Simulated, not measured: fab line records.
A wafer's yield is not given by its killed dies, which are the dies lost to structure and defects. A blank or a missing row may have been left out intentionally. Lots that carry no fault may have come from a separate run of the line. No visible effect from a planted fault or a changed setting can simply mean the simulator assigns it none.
The tool behind it: which one? ; flow nand_harc ; 36 wafers from 12 lots sampled at 5 of the route's 1159 steps

## WHAT THE GAUGES SHOWED, per wafer
NHARC_END_SORT_01.
lot;measured;on;killed_at_array;killed_at_other;killed_at_periphery;killed_dies;killed_open;killed_short
L154;day 21 12:28;prober-02;23 18 621;4 0 3;4 3 2;31 21 626;3 1 5;0 1 0
L158;day 22 06:47;prober-02;653 13 11;0 0 0;3 1 1;656 14 12;2 3 2;1 2 1

## WHAT TOOL EACH LOT RAN ON (gives the tool, then ch and the chambers of the sampled wafers, and finally the start)
lot;NHARC_A_STAIRCASE_DESCUM_11;NHARC_A_STAIRCASE_TRIM_12;NHARC_A_STAIRCASE_ETCH_25;NHARC_A_STAIRCASE_ETCH_27
L146;rie_diel-05 ch 0,2, day 10 22:17;rie_diel-05 ch 0,1,2, day 10 22:23;rie_diel-06 ch 0,2,3, day 11 00:34 or earlier;rie_diel-06 ch 0,2, day 11 00:34
L148;rie_diel-04 ch 0,2,3, day 11 05:21;rie_diel-04 ch 0,3, day 11 05:26;rie_diel-04 ch 0,1,2, day 11 07:32 or earlier;rie_diel-04 ch 1,2,3, day 11 07:32
L149;rie_diel-05 ch 0,1, day 11 11:21;rie_diel-05 ch 0,2,3, day 11 11:26;rie_diel-06 ch 1,2, day 11 13:31 or earlier;rie_diel-06 ch 0,3, day 11 13:31
L153;rie_diel-04 ch 1,2, day 12 14:26;rie_diel-04 ch 1,3, day 12 14:31;rie_diel-05 ch 1,2, day 12 16:26 or earlier;rie_diel-05 ch 1,3, day 12 16:26
L154;rie_diel-04 ch 0,1,3, day 12 23:10;rie_diel-04 ch 1,2, day 12 23:19;rie_diel-06 ch 0,2,3, day 13 01:49 or earlier;rie_diel-05 ch 0,1,3, day 13 01:49
L158;rie_diel-05 ch 0,1,2, day 13 19:47;rie_diel-05 ch 0,2, day 13 19:51;rie_diel-05 ch 0,1,3, day 13 21:53 or earlier;rie_diel-05 ch 0,1, day 13 21:53
L159;rie_diel-04 ch 0,1,3, day 14 00:20;rie_diel-04 ch 0,1,3, day 14 00:25;rie_diel-04 ch 0,1, day 14 03:01 or earlier;rie_diel-04 ch 0,1,3, day 14 03:01
L162;rie_diel-06 ch 2,3, day 14 20:02;rie_diel-06 ch 0,2,3, day 14 20:15;rie_diel-06 ch 1,3, day 14 22:27 or earlier;rie_diel-06 ch 0,1,2, day 14 22:27
L164;rie_diel-04 ch 0,1,2, day 15 10:29;rie_diel-04 ch 1,2,3, day 15 11:03;rie_diel-06 ch 0,1,3, day 15 13:58 or earlier;rie_diel-06 ch 0,3, day 15 13:58
L166;rie_diel-04 ch 0,1,3, day 15 16:16;rie_diel-04 ch 0,1,2, day 15 16:20;rie_diel-04 ch 1,2,3, day 15 18:20 or earlier;rie_diel-04 ch 0,1,3, day 15 18:20
L167;rie_diel-06 ch 0,2,3, day 16 13:51;rie_diel-06 ch 1,3, day 16 13:56;rie_diel-06 ch 1,2,3, day 16 17:39 or earlier;rie_diel-06 ch 0,2, day 16 17:39
L168;rie_diel-04 ch 0,2,3, day 16 19:47;rie_diel-04 ch 1,2, day 16 19:51;rie_diel-05 ch 0,1,2, day 16 21:59 or earlier;rie_diel-05 ch 0,2,3, day 16 21:59
- NHARC_A_STAIRCASE_DESCUM_11: chemistry O2, time 3 s.
- NHARC_A_STAIRCASE_TRIM_12: chemistry O2, time 211.2 s.
- NHARC_A_STAIRCASE_ETCH_25: etches the open film in C4F8/O2, target depth 100 nm, time 40.5 s.
- NHARC_A_STAIRCASE_ETCH_27: etches the open film in C4F8/O2, target depth 100 nm, time 40.5 s.

## AS READ BY THE TOOLS THEMSELVES (means over the sampled wafers that have a number; for cases with no such wafer, the mark the record gives instead)
NHARC_A_STAIRCASE_DESCUM_11.
lot;tool;drypump_motor_current_A (A);mfc_ar_sccm (sccm);oes_product_au (a.u.);rf_vpp_V (V);showerhead_plenum_p_Torr (Torr);throttle_valve_pct (%)
L146;rie_diel-05;5.45;0.005;0.994;57.4;1.87;11.315
L148;rie_diel-04;5.75;0.000;1.001;58.0;2.00;11.306
L149;rie_diel-05;5.72;0.010;0.994;57.9;1.81;11.313
L153;rie_diel-04;5.59;0.004;0.994;58.3;2.00;11.312
L154;rie_diel-04;5.70;0.005;0.996;58.4;1.95;11.317
L158;rie_diel-05;5.59;0.005;0.994;56.9;1.83;11.307
L159;rie_diel-04;5.71;0.005;0.992;57.4;1.95;11.302
L162;rie_diel-06;5.73;0.013;0.992;57.7;1.91;11.312
L164;rie_diel-04;5.60;0.004;1.010;57.7;1.96;11.312
L166;rie_diel-04;5.71;0.005;0.999;57.2;1.94;11.311
L167;rie_diel-06;5.67;0.016;1.003;57.5;1.84;11.308
L168;rie_diel-04;5.77;0.000;1.003;59.0;1.99;11.315

NHARC_A_STAIRCASE_TRIM_12.
lot;tool;drypump_motor_current_A (A);mfc_ar_sccm (sccm);oes_product_au (a.u.);rf_vpp_V (V);showerhead_plenum_p_Torr (Torr);throttle_valve_pct (%)
L146;rie_diel-05;5.61;0.005;0.995;56.1;3.40;17.041
L148;rie_diel-04;5.78;0.000;1.001;58.7;3.64;17.035
L149;rie_diel-05;5.62;0.008;1.001;57.8;3.54;17.032
L153;rie_diel-04;5.64;0.009;0.995;58.0;3.54;17.037
L154;rie_diel-04;5.56;0.009;0.994;58.0;3.58;17.039
L158;rie_diel-05;5.48;0.005;0.997;58.6;3.43;17.038
L159;rie_diel-04;5.74;0.005;0.988;57.3;3.58;17.034
L162;rie_diel-06;5.70;0.016;0.992;57.8;3.42;17.044
L164;rie_diel-04;5.71;0.005;1.008;57.8;3.62;17.032
L166;rie_diel-04;5.61;0.004;0.999;58.6;3.61;17.030
L167;rie_diel-06;5.89;0.013;1.006;58.0;3.52;17.042
L168;rie_diel-04;5.58;0.004;1.001;58.6;3.66;17.038

NHARC_A_STAIRCASE_ETCH_25.
lot;tool;oes_product_au (a.u.);rf_vpp_V (V)
L146;rie_diel-06;0.947;893
L148;rie_diel-04;0.937;900
L149;rie_diel-06;0.946;889
L153;rie_diel-05;0.945;891
L154;rie_diel-06;0.927;892
L158;rie_diel-05;0.939;894
L159;rie_diel-04;0.934;897
L162;rie_diel-06;0.964;892
L164;rie_diel-06;0.942;892
L166;rie_diel-04;0.951;899
L167;rie_diel-06;0.954;893
L168;rie_diel-05;0.943;890

NHARC_A_STAIRCASE_ETCH_27.
lot;tool;oes_product_au (a.u.);rf_vpp_V (V)
L146;rie_diel-06;0.928;889
L148;rie_diel-04;0.939;901
L149;rie_diel-06;0.940;892
L153;rie_diel-05;0.949;894
L154;rie_diel-05;1.060;895
L158;rie_diel-05;1.000;890
L159;rie_diel-04;0.927;898
L162;rie_diel-06;0.948;889
L164;rie_diel-06;0.925;896
L166;rie_diel-04;0.947;898
L167;rie_diel-06;0.938;888
L168;rie_diel-05;0.946;895

## THE ANSWER, worked out from the rows above alone
Rule: the lots themselves supply what counts as usual. The widest of any qualifying gaps counts: lots, ordered by their means at a reading, are off when they make up no more than a third of the lots, leave a main group of 4 or more, and stand apart from it by 3 or more times the standard deviation of that group's means. Not used: any main group whose means are identical at the precision the tables above print for the reading. A lot without any number at a reading at which 4 lots or more have one is off too. The other lots that the step has rows for count as sound. After the gauges, taken in route order, come the tools' own readings; for these a lot's mean is taken, as printed above. The first step at which some lot is off is used, and at that step the reading that is off furthest; a lot without a number counts as furthest.
Off, at NHARC_A_STAIRCASE_ETCH_27 on oes_product_au: L154, L158. Mean 0.939 a.u. and standard deviation 0.0087 in the main group.
A tool fits if, at that step or a process step before it, it ran every lot that is off, and no sound lot after the first of them. Because NHARC_A_STAIRCASE_ETCH_25 lacks a start for some lots, the hours and order of its lots are taken from NHARC_A_STAIRCASE_ETCH_27. None of those tried fits.

## WHAT WAS PUT IN BY THE SIMULATOR
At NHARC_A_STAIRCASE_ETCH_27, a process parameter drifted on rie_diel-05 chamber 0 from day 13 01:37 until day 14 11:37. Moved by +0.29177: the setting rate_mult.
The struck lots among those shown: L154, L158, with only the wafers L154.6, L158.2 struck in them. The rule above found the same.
